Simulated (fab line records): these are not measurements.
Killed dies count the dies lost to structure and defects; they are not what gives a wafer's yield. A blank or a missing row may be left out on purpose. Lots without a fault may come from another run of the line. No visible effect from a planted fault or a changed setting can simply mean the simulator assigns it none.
Which of the tools did it? | flow n5_finfet | Sampling: 10 lots, 30 wafers, 3 of 1938 route steps

== WHAT EACH GAUGE READ, for each wafer ==
N5_BEOL_M2_CD_MEAS_18: pitch 36 nm, target cd 18 nm.
lot  | measured     | on        | cd_nm (nm)
L075 | day 6 18:51  | cd_sem-01 | 17.6 18.2 17.7
L077 | day 7 07:11  | cd_sem-01 | 17.1 17.6 17.8
L079 | day 8 12:44  | cd_sem-01 | 18.2 17.3 18.2
L082 | day 8 13:48  | cd_sem-02 | 18.5 17.1 18.6
L084 | day 8 19:44  | cd_sem-02 | 17.9 18.6 17.3
L086 | day 9 18:03  | cd_sem-01 | 18.9 18.4 17.7
L089 | day 10 07:01 | cd_sem-02 | 18.0 17.3 18.0
L092 | day 11 03:29 | cd_sem-03 | 18.0 18.1 17.4
L094 | day 11 16:32 | cd_sem-03 | 17.6 18.4 18.0
L096 | day 12 02:23 | cd_sem-03 | 18.3 18.1 18.9

== WHICH TOOL RAN EACH LOT (tool, then ch and the chambers of the sampled wafers, then the start) ==
lot  | N5_BEOL_M2_ETCH_74                 | N5_BEOL_M2_STRIP_66
L075 | rie_diel-04 ch 0,1,2, day 6 18:23  | rie_diel-04 ch 0,1,2, day 6 18:34
L077 | rie_diel-02 ch 0,1, day 7 06:41    | rie_diel-02 ch 0,1, day 7 06:52
L079 | rie_diel-01 ch 0,1,2, day 8 12:17  | rie_diel-01 ch 0,1,2, day 8 12:28
L082 | rie_diel-02 ch 0,1,2, day 8 13:23  | rie_diel-02 ch 0,1,2, day 8 13:34
L084 | rie_diel-02 ch 0,1,2, day 8 19:19  | rie_diel-02 ch 0,1,2, day 8 19:29
L086 | rie_diel-02 ch 1,2,3, day 9 17:25  | rie_diel-02 ch 1,2,3, day 9 17:35
L089 | rie_diel-04 ch 0,1,3, day 10 06:37 | rie_diel-04 ch 0,1,3, day 10 06:47
L092 | rie_diel-04 ch 1,2,3, day 11 03:05 | rie_diel-04 ch 1,2,3, day 11 03:16
L094 | rie_diel-02 ch 0,2, day 11 16:07   | rie_diel-02 ch 0,2, day 11 16:18
L096 | rie_diel-02 ch 0,1,3, day 12 01:59 | rie_diel-02 ch 0,1,3, day 12 02:10
- N5_BEOL_M2_ETCH_74: etches underlayer in N2/H2, target depth 6.5 nm, time 5.2 s.
- N5_BEOL_M2_STRIP_66: strips in CF4.

== THE ANSWER, worked out from the rows above alone ==
Rule: what is usual is taken from the lots themselves. The widest of any qualifying gaps counts: lots, ordered by their means at a reading, are off when they make up no more than a third of the lots, leave a main group of 4 or more, and stand apart from it by 3 or more times the standard deviation of that group's means. If all means in a main group match to the digits the tables above print for the reading, that group is not used. A lot without any number at a reading at which 4 lots or more have one is off too. Any other lot the step has rows for is counted as sound.
Across all readings shown, no lot is off: no conclusion can be drawn from this.

== WHAT THE SIMULATOR HAD PUT IN ==
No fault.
